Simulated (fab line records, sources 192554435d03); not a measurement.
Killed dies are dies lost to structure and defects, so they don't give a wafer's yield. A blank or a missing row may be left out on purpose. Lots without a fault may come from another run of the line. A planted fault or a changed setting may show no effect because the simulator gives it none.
Chamber matching | flow n5_finfet | N5_BEOL_M2_PRE_CLEAN_60 on cvd_co-02: 3 sister chambers
The step time 15 s. 3 wafers are shown with their chamber, then 6 later ones without.

WAFERS WITH THEIR CHAMBER
wafer  | chamber | heater_power_w (W)
L728.2 | 2       | 97
L733.3 | 0       | 113
L733.5 | 1       | 150

WAFERS WITHOUT THEIR CHAMBER
wafer  | heater_power_w (W)
L741.2 | 110
L741.4 | 98
L741.5 | 156
L743.1 | 111
L743.4 | 97
L743.5 | 114

WHICH CHAMBER EACH WENT THROUGH
wafer  | from the rows above | in truth
L741.2 | 0                   | 0
L741.4 | 2                   | 2
L741.5 | 1                   | 1
L743.1 | 0                   | 0
L743.4 | 2                   | 2
L743.5 | 0                   | 0
Placed correctly: 6 of 6. Can't be placed from these rows: 0. Placed wrongly: 0.
How it was worked out, from the rows above alone: a wafer's distance from a chamber is the root of the sum, over the readings, of the square of ((its reading less the chamber's mean) divided by the reading's scatter). The wafer belongs to the nearest chamber; if the next one is less than 2 further off, it can't be placed. A chamber's mean is the mean of its shown wafers. The scatter: with one shown wafer a chamber, the root of the mean of the squares of how far each hidden wafer lies from its nearest shown one.
